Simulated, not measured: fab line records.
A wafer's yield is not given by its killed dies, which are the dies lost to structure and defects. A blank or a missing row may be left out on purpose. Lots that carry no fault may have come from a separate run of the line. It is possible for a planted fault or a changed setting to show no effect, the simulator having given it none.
fab line records -- flow nandHarc
record lots=6, wafers=18, lastDay=24
route steps=1159 shown A_CONTACT@936 END@1159
lots with no fault: from the same line, run without faults
startH: start of the lot's first displayed wafer, in hours after the record's first day -- waitH: how many hours have passed since the lot's step before this one -- " the same as in the row above -- L1.1+2: several wafers, shown together as one row -- - either no value or no given start -- * or withheld: withheld -- < > ~ a bound
route shown NAME@n: a module of which the file shows steps, and the number in the route of the first -- usual: the fault-free wafers' mean and standard deviation -- same: alike in all rows -- chamber/n: place in a boat -- sites: readings site by site -- _std_site: the values' standard deviation -- _edge_site: the outer-site mean with the inner-site mean subtracted -- radiusMm: for every site, how far away it sits from the centre of the wafer -- mask NAME#n: copy n -- behind: the tool/chamber that last shaped the wafer -- hold: the reason the lot was held/the length of the hold in hours/how it ended -- device: whichever transistor did not switch (one of n, p or np) -- end of line: the tests these same wafers got at the end of their route -- a step with no rows: only its recipe -- killed: at the first sort, the dies lost to defects and structure; wafer yield is something else -- map: dies across one wafer; x = killed, . = not, _ = none there
set.NAME: the setting as run; set.NAME@STEP: as run at that earlier step -- model.NAME: the simulator's own value behind a step, which no gauge read
lots at selected steps of the route; one table per step, one row per wafer
services: when a tool's chamber went out of use (startH, in hours from the record's first day, below 0 if earlier), for how many hours, and the reason
## steps
# step NHARC_A_CONTACT_OVL_MEAS_09
# usual overlayXNm=-0.3/0.97, overlayYNm=-0.1/1.1
lot.wafer,tool,chamber,startH,waitH,overlayXNm,overlayYNm
L888.1,overlay-01,-,396.41,-,-0.3,-0.5
L888.4,overlay-01,-,396.41,-,0.3,-0.9
L888.5,overlay-01,-,396.41,-,-0.5,-0.8
L893.3,overlay-01,-,433.93,-,0.6,-0.1
L893.4,overlay-01,-,433.93,-,0.1,-0.4
L893.6,overlay-01,-,433.93,-,-0.1,-0.4
L899.2,overlay-01,-,451.00,-,-0.9,-0.3
L899.4,overlay-01,-,451.00,-,-0.7,0.3
L899.6,overlay-01,-,451.00,-,-0.1,-0.2
L898.3,overlay-01,-,452.14,-,0.2,0.3
L898.5,overlay-01,-,452.14,-,0.6,1.5
L898.6,overlay-01,-,452.14,-,0.0,0.9
L905.1,overlay-02,-,505.20,-,-2.2,-1.6
L905.3,overlay-02,-,505.20,-,-3.1,-1.4
L905.4,overlay-02,-,505.20,-,-1.7,-0.9
L908.2,overlay-01,-,526.06,-,-0.3,0.4
L908.5,overlay-01,-,526.06,-,0.2,0.9
L908.6,overlay-01,-,526.06,-,0.5,1.4
# step NHARC_A_CONTACT_INSPECT_10
# usual rawDefectCount=28/13
lot.wafer,tool,chamber,startH,waitH,rawDefectCount
L888.1,defectInspect-01,-,396.45,0.0,38
L888.4,defectInspect-01,-,396.45,0.0,29
L888.5,defectInspect-01,-,396.45,0.0,31
L893.3,defectInspect-01,-,433.98,0.1,37
L893.4,defectInspect-01,-,433.98,0.1,35
L893.6,defectInspect-01,-,433.98,0.1,38
L899.2,defectInspect-01,-,451.03,0.0,34
L899.4,defectInspect-01,-,451.03,0.0,29
L899.6,defectInspect-01,-,451.03,0.0,23
L898.3,defectInspect-01,-,452.18,0.0,34
L898.5,defectInspect-01,-,452.18,0.0,29
L898.6,defectInspect-01,-,452.18,0.0,23
L905.1,defectInspect-02,-,505.23,0.0,32
L905.3,defectInspect-02,-,505.23,0.0,29
L905.4,defectInspect-02,-,505.23,0.0,46
L908.2,defectInspect-01,-,526.10,0.0,35
L908.5,defectInspect-01,-,526.10,0.0,36
L908.6,defectInspect-01,-,526.10,0.0,43
# step NHARC_A_CONTACT_DESCUM_13
# recipe timeS=3, o2FlowSccm=200, arFlowSccm=0, biasPowerW=0, chemistry=O2
# step NHARC_A_CONTACT_ETCH_88
# recipe targetDepthA=390, overEtchFrac=0.3, timeS=65, ionEnergyEv=80, cf4FlowSccm=150, arFlowSccm=0, rfW=300, biasW=100, chemistry=CF4
# usual biasW=100.0/0.31, cf4FlowSccm=150.0/0.5, drypumpMotorCurrentA=5.5/0.34, oesProductAu=1.000/0.0082, rfVppV=150.7/1.3, showerheadPlenumPTorr=1.72/0.085, throttleValvePct=13.282/0.0094
# same timeS=65
lot.wafer,tool,chamber,startH,waitH,biasW,cf4FlowSccm,drypumpMotorCurrentA,oesProductAu,rfHoursCounterH,rfVppV,showerheadPlenumPTorr,throttleValvePct
L888.1,rieDiel-09,1,396.60,0.1,100.1,149.5,5.0,0.993,44,150.1,1.69,13.270
L888.4,rieDiel-09,3,396.60,0.1,99.9,149.9,5.4,0.993,49,152.2,1.78,13.282
L888.5,rieDiel-09,0,396.60,0.1,100.2,150.5,5.4,0.994,-,151.8,1.90,13.262
L893.4,rieDiel-11,2,434.18,0.1,100.0,149.5,5.9,0.998,8,149.9,1.66,13.285
L893.3,rieDiel-11,0,434.18,0.1,100.1,150.0,5.2,1.023,8,152.3,1.82,13.279
L893.6,rieDiel-11,2,434.18,0.1,100.1,149.8,5.8,0.997,-,150.6,1.66,13.291
L899.2,rieDiel-11,2,451.19,0.1,99.9,150.1,5.9,0.997,14,151.1,1.65,13.272
L899.4,rieDiel-11,3,451.19,0.1,100.1,149.9,5.2,0.998,12,149.2,1.64,13.283
L899.6,rieDiel-11,0,451.19,0.1,100.2,150.5,5.2,1.006,-,151.7,1.82,13.296
L898.3,rieDiel-11,2,452.33,0.1,99.5,150.0,5.9,0.990,14,149.1,1.66,13.295
L898.6,rieDiel-11,1,452.33,0.1,100.8,150.0,5.6,1.007,-,148.3,1.64,13.293
L898.5,rieDiel-11,2,452.33,0.1,99.8,149.8,5.9,1.000,-,150.2,1.66,13.290
L905.3,rieDiel-09,2,505.38,0.1,100.0,150.6,6.4,1.000,19,150.7,1.80,13.273
L905.4,rieDiel-09,3,505.38,0.1,99.9,150.3,5.4,0.992,21,151.8,1.77,13.289
L905.1,rieDiel-09,0,505.38,0.1,100.1,149.0,5.4,1.000,23,151.1,1.88,13.288
L908.2,rieDiel-10,1,526.27,0.1,100.3,149.8,5.3,1.019,63,153.3,1.81,13.272
L908.5,rieDiel-10,2,526.27,0.1,100.1,149.2,5.7,0.997,-,149.8,1.64,13.281
L908.6,rieDiel-10,3,526.27,0.1,100.3,150.6,5.4,1.006,-,150.9,1.78,13.301
# step NHARC_A_CONTACT_ETCH_89
# recipe targetDepthA=2600, overEtchFrac=0.3, timeS=475.3, ionEnergyEv=200, n2FlowSccm=150, h2FlowSccm=150, arFlowSccm=0, rfW=400, biasW=150, chemistry=N2/H2
# step NHARC_A_CONTACT_ETCH_30
# recipe targetDepthA=605, timeS=30.2, cf4FlowSccm=100, chf3FlowSccm=30, arFlowSccm=0, rfW=500, biasW=200, chemistry=CF4/CHF3
# usual biasW=200.1/0.58, cf4FlowSccm=100.04/0.3, drypumpMotorCurrentA=5.5/0.33, oesProductAu=0.928/0.012, rfVppV=369.2/2.7, showerheadPlenumPTorr=1.53/0.077, throttleValvePct=16.803/0.0088
# same timeS=30.2
lot.wafer,tool,chamber,startH,waitH,biasW,cf4FlowSccm,drypumpMotorCurrentA,oesProductAu,rfHoursCounterH,rfVppV,showerheadPlenumPTorr,throttleValvePct
L888.1,rieDiel-09,1,-,-,200.7,100.48,5.0,0.925,44,367.3,1.50,16.791
L888.4,rieDiel-09,3,-,-,201.0,99.92,5.4,0.917,49,369.5,1.58,16.809
L888.5,rieDiel-09,1,-,-,199.5,100.25,5.0,0.922,-,367.6,1.50,16.793
L893.3,rieDiel-11,2,-,-,200.0,99.81,5.9,0.909,9,366.8,1.47,16.812
L893.4,rieDiel-11,0,-,-,198.5,99.84,5.2,0.917,8,371.8,1.62,16.806
L893.6,rieDiel-11,1,-,-,199.9,99.51,5.7,0.922,-,367.8,1.46,16.803
L899.2,rieDiel-11,2,-,-,201.0,99.92,5.9,0.912,14,367.3,1.47,16.808
L899.4,rieDiel-11,3,-,-,201.1,99.77,5.2,0.922,13,368.4,1.46,16.803
L899.6,rieDiel-11,1,-,-,200.4,100.17,5.6,0.927,-,365.7,1.46,16.797
L898.3,rieDiel-11,1,-,-,199.9,100.27,5.7,0.918,13,365.5,1.46,16.775
L898.6,rieDiel-11,2,-,-,199.8,99.96,5.9,0.921,-,367.6,1.47,16.803
L898.5,rieDiel-11,3,-,-,200.9,100.64,5.2,0.924,-,367.8,1.46,16.795
L905.4,rieDiel-09,2,-,-,200.1,99.98,6.4,0.929,19,370.8,1.60,16.814
L905.1,rieDiel-09,3,-,-,200.6,99.77,5.4,0.926,22,371.2,1.57,16.790
L905.3,rieDiel-09,0,-,-,200.5,99.90,5.4,0.936,23,375.4,1.68,16.817
L908.2,rieDiel-10,1,-,-,200.6,100.04,5.3,0.928,63,371.2,1.61,16.801
L908.6,rieDiel-10,3,-,-,200.4,99.87,5.4,0.927,-,372.0,1.58,16.800
L908.5,rieDiel-10,0,-,-,200.0,99.54,5.3,0.946,-,371.2,1.57,16.797
# step NHARC_A_CONTACT_ETCH_31
# recipe targetDepthA=20000, overEtchFrac=0.3, timeS=520, ionEnergyEv=150, o2FlowSccm=400, cosFlowSccm=20, arFlowSccm=0, rfW=500, biasW=300, chemistry=O2/COS
# usual biasW=300.1/0.89, chamberPressureMTorr=19.999/0.019, drypumpMotorCurrentA=5.5/0.34, oesProductAu=1.000/0.0086, rfVppV=313.0/2.4, showerheadPlenumPTorr=3.04/0.15, throttleValvePct=28.330/0.0088
# same timeS=520
lot.wafer,tool,chamber,startH,waitH,biasW,chamberPressureMTorr,drypumpMotorCurrentA,oesProductAu,rfHoursCounterH,rfVppV,showerheadPlenumPTorr,throttleValvePct
L888.1,rieDiel-09,0,-,-,300.2,20.021,5.4,1.010,43,316.2,3.35,28.320
L888.4,rieDiel-09,1,-,-,301.0,19.985,5.0,1.000,44,311.6,2.97,28.337
L888.5,rieDiel-09,0,-,-,300.3,19.996,5.4,1.009,-,317.7,3.35,28.323
L893.3,rieDiel-11,0,-,-,301.4,19.991,5.2,0.990,8,315.3,3.22,28.320
L893.4,rieDiel-11,1,-,-,299.6,20.026,5.6,1.002,8,311.3,2.90,28.333
L893.6,rieDiel-11,0,-,-,301.4,20.010,5.2,1.002,-,315.2,3.21,28.311
L899.2,rieDiel-11,3,-,-,299.8,19.962,5.2,0.998,13,312.2,2.90,28.333
L899.4,rieDiel-11,1,-,-,298.8,20.009,5.7,1.013,13,309.3,2.89,28.345
L899.6,rieDiel-11,2,-,-,298.7,20.021,5.8,1.000,-,311.4,2.92,28.325
L898.3,rieDiel-11,2,-,-,300.1,19.995,5.9,0.990,14,312.5,2.92,28.324
L898.6,rieDiel-11,2,-,-,299.1,20.019,5.9,0.985,-,310.0,2.92,28.330
L898.5,rieDiel-11,3,-,-,300.2,19.968,5.2,0.988,-,310.8,2.90,28.325
L905.1,rieDiel-09,2,-,-,299.7,20.003,6.4,0.994,19,314.8,3.18,28.340
L905.3,rieDiel-09,3,-,-,299.7,19.993,5.4,1.003,22,315.0,3.12,28.333
L905.4,rieDiel-09,1,-,-,298.3,20.016,5.0,0.992,21,312.2,2.96,28.310
L908.2,rieDiel-10,0,-,-,300.0,20.028,5.3,0.998,61,315.2,3.11,28.324
L908.5,rieDiel-10,2,-,-,301.3,19.999,5.7,0.983,-,310.5,2.89,28.318
L908.6,rieDiel-10,3,-,-,300.8,20.007,5.5,1.010,-,314.6,3.14,28.331
# step NHARC_A_CONTACT_ETCH_134
# recipe sourceW=withheld, pressureMtorr=20, biasV=withheld, timeS=140, targetDepthA=7000, arFlowSccm=withheld, c4f8FlowSccm=withheld, o2FlowSccm=withheld, chemistry=C4F8/O2/Ar
# step NHARC_A_CONTACT_ETCH_135
# recipe sourceW=withheld, pressureMtorr=20, biasV=3000, timeS=132, targetDepthA=12870, arFlowSccm=withheld, c4f8FlowSccm=withheld, o2FlowSccm=withheld, chemistry=C4F8/O2/Ar
# step NHARC_A_CONTACT_ETCH_136
# recipe sourceW=withheld, pressureMtorr=20, biasV=3000, timeS=132, targetDepthA=12870, arFlowSccm=withheld, c4f8FlowSccm=withheld, o2FlowSccm=withheld, chemistry=C4F8/O2/Ar
# usual chamberPressureMTorr=20.001/0.015, oesAirLineAu=0.999/0.02
# same timeS=132
lot.wafer,tool,chamber,startH,waitH,chamberPressureMTorr,oesAirLineAu,rfHoursCounterH
L888.1,harCapEtch-02,1,397.82,0.1,20.021,0.992,15
L888.4,harCapEtch-02,1,397.82,0.1,20.011,0.999,-
L888.5,harCapEtch-02,0,397.82,0.1,19.964,0.981,-
L893.3,harCapEtch-03,0,435.44,0.1,19.986,0.998,-
L893.4,harCapEtch-03,1,435.44,0.1,20.027,0.995,-
L893.6,harCapEtch-03,1,435.44,0.1,20.022,1.015,-
L899.2,harCapEtch-03,1,452.41,0.1,19.995,0.975,96
L899.4,harCapEtch-03,1,452.41,0.1,20.027,1.002,-
L899.6,harCapEtch-03,1,452.41,0.1,20.027,1.026,-
L898.3,harCapEtch-02,1,453.62,0.1,20.014,1.038,-
L898.6,harCapEtch-02,0,453.62,0.1,20.019,0.979,-
L898.5,harCapEtch-02,1,453.62,0.1,19.996,1.016,-
L905.1,harCapEtch-01,0,506.61,0.1,19.994,1.012,77
L905.3,harCapEtch-01,0,506.61,0.1,20.010,1.001,-
L905.4,harCapEtch-01,1,506.61,0.1,20.023,1.015,-
L908.2,harCapEtch-01,1,527.49,0.1,19.968,0.998,81
L908.6,harCapEtch-01,0,527.49,0.1,20.010,0.981,-
L908.5,harCapEtch-01,1,527.49,0.1,20.008,0.979,-
# step NHARC_A_CONTACT_ETCH_137
# recipe sourceW=withheld, pressureMtorr=20, biasV=3000, timeS=132, targetDepthA=12870, arFlowSccm=withheld, c4f8FlowSccm=withheld, o2FlowSccm=withheld, chemistry=C4F8/O2/Ar
# usual chamberPressureMTorr=19.997/0.018, oesAirLineAu=0.998/0.022
# same timeS=132
lot.wafer,tool,chamber,startH,waitH,chamberPressureMTorr,oesAirLineAu,rfHoursCounterH
L888.1,harCapEtch-02,1,397.94,0.1,20.038,1.020,15
L888.4,harCapEtch-02,1,397.94,0.1,20.036,1.006,-
L888.5,harCapEtch-02,0,397.94,0.1,19.997,0.992,-
L893.3,harCapEtch-03,0,435.56,0.1,19.987,1.025,-
L893.4,harCapEtch-03,1,435.56,0.1,19.989,1.001,-
L893.6,harCapEtch-03,1,435.56,0.1,19.985,0.978,-
L899.2,harCapEtch-03,1,452.53,0.1,20.005,0.986,96
L899.4,harCapEtch-03,1,452.53,0.1,20.025,0.979,-
L899.6,harCapEtch-03,1,452.53,0.1,19.990,0.973,-
L898.3,harCapEtch-02,1,453.74,0.1,19.980,1.001,-
L898.6,harCapEtch-02,0,453.74,0.1,19.995,1.011,-
L898.5,harCapEtch-02,1,453.74,0.1,20.001,1.033,-
L905.1,harCapEtch-01,0,506.73,0.1,20.007,1.018,77
L905.3,harCapEtch-01,0,506.73,0.1,19.998,0.982,-
L905.4,harCapEtch-01,1,506.73,0.1,20.035,1.013,-
L908.2,harCapEtch-01,1,527.61,0.1,20.013,0.979,81
L908.6,harCapEtch-01,0,527.61,0.1,19.994,0.986,-
L908.5,harCapEtch-01,1,527.61,0.1,20.016,0.970,-
# step NHARC_A_CONTACT_ETCH_138
# recipe sourceW=withheld, pressureMtorr=20, biasV=3000, timeS=132, targetDepthA=12890, arFlowSccm=withheld, c4f8FlowSccm=withheld, o2FlowSccm=withheld, chemistry=C4F8/O2/Ar
# step NHARC_A_CONTACT_ETCH_139
# recipe sourceW=withheld, pressureMtorr=20, biasV=400, timeS=137, targetDepthA=5900, arFlowSccm=withheld, c4f8FlowSccm=11.5, o2FlowSccm=7.2, chemistry=C4F8/O2/Ar
# usual chamberPressureMTorr=20.002/0.02, oesAirLineAu=0.999/0.019, timeS=137/0
lot.wafer,tool,chamber,startH,waitH,chamberPressureMTorr,oesAirLineAu,rfHoursCounterH,timeS
L888.1,harCapEtch-02,1,398.19,0.1,20.015,0.985,15,137
L888.4,harCapEtch-02,1,398.19,0.1,19.998,0.992,-,137
L888.5,harCapEtch-02,0,398.19,0.1,20.006,1.004,-,137
L893.3,harCapEtch-03,0,435.84,0.1,20.001,0.980,-,137
L893.4,harCapEtch-03,1,435.84,0.1,19.992,0.998,-,137
L893.6,harCapEtch-03,1,435.84,0.1,20.010,1.040,-,137
L899.2,harCapEtch-03,1,452.78,0.1,-,-,-,-
L899.4,harCapEtch-03,1,452.78,0.1,-,-,-,-
L899.6,harCapEtch-03,1,452.78,0.1,-,-,-,-
L898.3,harCapEtch-02,1,454.03,0.2,-,-,-,-
L898.6,harCapEtch-02,0,454.03,0.2,-,-,-,-
L898.5,harCapEtch-02,1,454.03,0.2,-,-,-,-
L905.1,harCapEtch-01,0,506.97,0.1,20.014,1.005,77,137
L905.3,harCapEtch-01,0,506.97,0.1,20.030,0.998,-,137
L905.4,harCapEtch-01,1,506.97,0.1,20.004,1.001,-,137
L908.2,harCapEtch-01,1,527.88,0.1,20.004,1.003,81,137
L908.6,harCapEtch-01,0,527.88,0.1,19.990,0.965,-,137
L908.5,harCapEtch-01,1,527.88,0.1,19.994,1.002,-,137
# step NHARC_A_CONTACT_ETCH_92
# recipe targetDepthA=400, overEtchFrac=0.5, timeS=85.7, ionEnergyEv=120, ch3fFlowSccm=50, o2FlowSccm=30, arFlowSccm=200, rfW=500, biasW=100, chemistry=CH3F/O2
# step NHARC_END_SORT_01
# recipe tempC=25
# usual killedAtArray=25/9.5, killedAtOther=0.8/1.2, killedAtPeriphery=3.4/2.2, killedDies=29/10, killedOpen=3.3/1.8, killedShort=2.1/1.4
# same grossDies=677
lot.wafer,tool,chamber,startH,waitH,killedAtArray,killedAtOther,killedAtPeriphery,killedDies,killedOpen,killedShort
L899.2,prober-02,0,511.78,2.8,673,0,4,677,1,3
L899.4,prober-02,0,513.40,3.4,676,0,1,677,3,2
L899.6,prober-02,0,515.02,4.1,673,0,4,677,2,2
L898.3,prober-01,0,512.42,3.1,677,0,0,677,2,1
L898.5,prober-01,0,514.02,3.7,675,0,2,677,3,2
L898.6,prober-01,0,514.82,4.0,677,0,0,677,0,4
# killed by level:class
L899.2 A_CONTACT:areaEtch=657 A_SLIT:chamberFilmFlake=10 P_STI:chamberFilmFlake=2 P_GATE:chamberFilmFlake=2 A_CHANNEL_HOLE_D1:chamberFilmFlake=2 A_CHANNEL_HOLE_D1:geometricParticle:short=1 A_CHANNEL_FILL_D1:geometricParticle:open=1 A_CHANNEL_FILL_D1:geometricParticle:short=1
L898.3 A_CONTACT:areaEtch=648 A_CHANNEL_HOLE_D1:chamberFilmFlake=16 A_WL_FILL:chamberFilmFlake=5 A_STAIRCASE:chamberFilmFlake=2 A_CONTACT:chamberFilmFlake=2 A_CHANNEL_HOLE_D1:geometricParticle:short=1 A_CHANNEL_FILL_D1:geometricParticle:open=1 A_CONTACT:geometricParticle:open=1
L899.4 A_CONTACT:areaEtch=661 A_SLIT:chamberFilmFlake=7 A_WL_FILL:geometricParticle:short=2 A_CHANNEL_FILL_D1:geometricParticle:open=1 A_WL_FILL:geometricParticle:open=1 A_M1:geometricParticle:open=1 P_STI:chamberFilmFlake=1 A_ZERO_WELL:chamberFilmFlake=1
L898.5 A_CONTACT:areaEtch=649 A_CHANNEL_HOLE_D1:chamberFilmFlake=20 A_WL_FILL:chamberFilmFlake=2 P_M0:geometricParticle:short=1 A_ONON_D1:geometricParticle:open=1 A_CHANNEL_FILL_D1:geometricParticle:short=1 A_CONTACT:geometricParticle:open=1 A_M0:geometricParticle:open=1
L898.6 A_CONTACT:areaEtch=655 A_CHANNEL_HOLE_D1:chamberFilmFlake=16 A_ONON_D1:geometricParticle:short=2 A_M0:geometricParticle:short=1 A_M1:geometricParticle:short=1 A_STAIRCASE:chamberFilmFlake=1 A_WL_FILL:chamberFilmFlake=1
L899.6 A_CONTACT:areaEtch=653 A_SLIT:chamberFilmFlake=13 P_M0:chamberFilmFlake=2 A_CHANNEL_HOLE_D1:chamberFilmFlake=2 A_STAIRCASE:chamberFilmFlake=2 P_M0:geometricParticle:open=1 A_ONON_D1:geometricParticle:short=1 A_CONTACT:geometricParticle:short=1
# map L898.3 (x killed, . not)
____________x____________
_________xxxxxxx_________
_______xxxxxxxxxxx_______
______xxxxxxxxxxxxx______
_____xxxxxxxxxxxxxxx_____
____xxxxxxxxxxxxxxxxx____
____xxxxxxxxxxxxxxxxx____
___xxxxxxxxxxxxxxxxxxx___
___xxxxxxxxxxxxxxxxxxx___
__xxxxxxxxxxxxxxxxxxxxx__
__xxxxxxxxxxxxxxxxxxxxx__
_xxxxxxxxxxxxxxxxxxxxxxx_
_xxxxxxxxxxxxxxxxxxxxxxx_
_xxxxxxxxxxxxxxxxxxxxxxx_
_xxxxxxxxxxxxxxxxxxxxxxx_
_xxxxxxxxxxxxxxxxxxxxxxx_
xxxxxxxxxxxxxxxxxxxxxxxxx
xxxxxxxxxxxxxxxxxxxxxxxxx
xxxxxxxxxxxxxxxxxxxxxxxxx
xxxxxxxxxxxxxxxxxxxxxxxxx
xxxxxxxxxxxxxxxxxxxxxxxxx
_xxxxxxxxxxxxxxxxxxxxxxx_
_xxxxxxxxxxxxxxxxxxxxxxx_
_xxxxxxxxxxxxxxxxxxxxxxx_
_xxxxxxxxxxxxxxxxxxxxxxx_
_xxxxxxxxxxxxxxxxxxxxxxx_
__xxxxxxxxxxxxxxxxxxxxx__
__xxxxxxxxxxxxxxxxxxxxx__
___xxxxxxxxxxxxxxxxxxx___
___xxxxxxxxxxxxxxxxxxx___
____xxxxxxxxxxxxxxxxx____
____xxxxxxxxxxxxxxxxx____
_____xxxxxxxxxxxxxxx_____
______xxxxxxxxxxxxx______
_______xxxxxxxxxxx_______
_________xxxxxxx_________
____________x____________
# map L899.2 (x killed, . not)
____________x____________
_________xxxxxxx_________
_______xxxxxxxxxxx_______
______xxxxxxxxxxxxx______
_____xxxxxxxxxxxxxxx_____
____xxxxxxxxxxxxxxxxx____
____xxxxxxxxxxxxxxxxx____
___xxxxxxxxxxxxxxxxxxx___
___xxxxxxxxxxxxxxxxxxx___
__xxxxxxxxxxxxxxxxxxxxx__
__xxxxxxxxxxxxxxxxxxxxx__
_xxxxxxxxxxxxxxxxxxxxxxx_
_xxxxxxxxxxxxxxxxxxxxxxx_
_xxxxxxxxxxxxxxxxxxxxxxx_
_xxxxxxxxxxxxxxxxxxxxxxx_
_xxxxxxxxxxxxxxxxxxxxxxx_
xxxxxxxxxxxxxxxxxxxxxxxxx
xxxxxxxxxxxxxxxxxxxxxxxxx
xxxxxxxxxxxxxxxxxxxxxxxxx
xxxxxxxxxxxxxxxxxxxxxxxxx
xxxxxxxxxxxxxxxxxxxxxxxxx
_xxxxxxxxxxxxxxxxxxxxxxx_
_xxxxxxxxxxxxxxxxxxxxxxx_
_xxxxxxxxxxxxxxxxxxxxxxx_
_xxxxxxxxxxxxxxxxxxxxxxx_
_xxxxxxxxxxxxxxxxxxxxxxx_
__xxxxxxxxxxxxxxxxxxxxx__
__xxxxxxxxxxxxxxxxxxxxx__
___xxxxxxxxxxxxxxxxxxx___
___xxxxxxxxxxxxxxxxxxx___
____xxxxxxxxxxxxxxxxx____
____xxxxxxxxxxxxxxxxx____
_____xxxxxxxxxxxxxxx_____
______xxxxxxxxxxxxx______
_______xxxxxxxxxxx_______
_________xxxxxxx_________
____________x____________
## services
tool,chamber,startH,hours,kind
rieDiel-11,0,375.50,-,clean
rieDiel-11,1,375.50,-,clean
rieDiel-11,2,375.50,-,clean
rieDiel-11,3,375.50,-,clean
rieDiel-11,3,384.36,7.9,repair
rieDiel-11,0,400.00,-,clean
rieDiel-11,1,400.00,-,clean
rieDiel-11,2,400.00,-,clean
rieDiel-11,3,400.00,-,clean
harCapEtch-02,-,403.29,0.7,repair
harCapEtch-02,-,409.52,0.7,repair
rieDiel-10,-,424.08,0.6,repair
rieDiel-11,0,424.57,-,clean
rieDiel-11,1,424.57,-,clean
rieDiel-11,2,424.57,-,clean
rieDiel-11,3,424.57,-,clean
rieDiel-09,-,431.17,9.0,pm
rieDiel-11,0,449.12,-,clean
rieDiel-11,1,449.12,-,clean
rieDiel-11,2,449.12,-,clean
rieDiel-09,2,454.39,10.1,repair
rieDiel-10,3,470.73,5.4,repair
rieDiel-09,1,500.51,1.6,repair
rieDiel-11,3,516.17,7.5,repair
## key
firstSign step=NHARC_A_CONTACT_ETCH_139, reading=toolRecord, direction=missing
effect step=NHARC_END_SORT_01, reading=killedAtArray, direction=up, sigmas=68, usual=25, struck=675
moreKillsBornAt NHARC_A_CONTACT_ETCH_139@harCapEtch-03=1965, NHARC_A_CONTACT_ETCH_139@harCapEtch-02=1952
metAt NHARC_A_CONTACT_ETCH_139
struckWafers L898.3,L898.5,L898.6,L899.2,L899.4,L899.6
laterRowsLeftOut L898.3,L898.5,L898.6,L899.2,L899.4,L899.6
testerLeftOut L898,L899
onsetBetween 435.84 452.78
fault kind=skippedStepWhole, tool=harCapEtch-02,harCapEtch-03, chamber=-, onsetH=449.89, steps=NHARC_A_CONTACT_ETCH_139, scope=struckLotsOnly
# testerLeftOut: of these lots the tester's yield and bins aren't shown, on N5 and GAA mostly nor the transistor test; their killed dies are dies lost to structure and defects alone, not to doping, threshold or leakage, so they don't give the yield
# laterRowsLeftOut: the simulator's readings of these wafers behind a module that went badly wrong aren't trusted and aren't shown, but for the sort
